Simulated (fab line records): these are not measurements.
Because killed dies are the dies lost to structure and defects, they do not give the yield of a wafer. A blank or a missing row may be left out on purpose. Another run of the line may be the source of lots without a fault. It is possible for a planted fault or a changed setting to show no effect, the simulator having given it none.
Struck lot and sound lot, side by side    flow nand_harc    13 steps out of a route of 1302
Sound: wafers L972.2, L972.3, L972.4. Struck: wafers L988.1, L988.4, L988.5. Last of all comes the cause.
At each step with rows: each side's tool, then ch and its chambers, then its first start. Under that, the readings that differ: sound wafers    struck wafers    difference of the means    sigmas: that difference in standard deviations of wafers without a fault.
alike: a reading whose means differ by less than 2 such deviations, as well as words and numbers matching on both sides. not compared: withheld readings; readings where some wafer has no value; bounds like >300 that might hide an equal value; numbers whose values overlap and for which the record gives no deviation.
The two part at a step that has a row with sigmas, a row that says differs or no value, or rows on one side only. Numbers that have no deviation but don't overlap get no sigmas and don't part them. Lack of a reading on every wafer of one side parts them only where that side has two or more wafers.

first, 1 step without rows for these wafers: NHARC_A_M0_SRD_25.
NHARC_A_M0_INSPECT_27:
  sound: defect_inspect-01 at day 24 02:49; struck: defect_inspect-01 at day 31 08:07
  alike: raw_defect_count
NHARC_A_M0_PRE_CLEAN_31: time 12 s.
  sound on pecvd-01 ch 0,1, day 24 02:55; struck on pecvd-04 ch 0,2, day 31 08:12
  alike: heater_power_w
NHARC_A_M0_DEP_32: deposits SiCN, target thk 30 nm.
  sound on pecvd-01 ch 0,1, day 24 03:00; struck on pecvd-04 ch 0,2, day 31 08:19
  alike: heater_power_w
then, 7 steps without rows for these wafers: NHARC_A_M1_DEP_00 (deposits SiOC, target thk 182.5 nm); NHARC_A_M1_DEHYDRATE_01 (time 120 s); NHARC_A_M1_HMDS_02 (time 30 s); NHARC_A_M1_COAT_34 (time 65 s); NHARC_A_M1_COAT_03 (resist thk 90 nm); NHARC_A_M1_SOFTBAKE_04 (time 55 s); NHARC_A_M1_EBR_05.
NHARC_A_M1_EXPOSE_06: exposes mask A M1, target cd 120 nm.
  sound on arfi_scanner-02 ch 0, day 24 04:27; struck on arfi_scanner-02, day 31 09:21
  no value came back on the struck wafers for exposure_dose_mJ_cm2, focus_offset_nm (nm); on the sound wafers exposure_dose_mJ_cm2 reads 75.18 75.25 75.17
  alike: mask
then, 1 step without rows for these wafers: NHARC_A_M1_PEB_07 (peb time 65 s).

WHERE THEY PART
At NHARC_A_M1_EXPOSE_06 and nowhere else, as far as this record goes.

WHY: what the simulator had put in
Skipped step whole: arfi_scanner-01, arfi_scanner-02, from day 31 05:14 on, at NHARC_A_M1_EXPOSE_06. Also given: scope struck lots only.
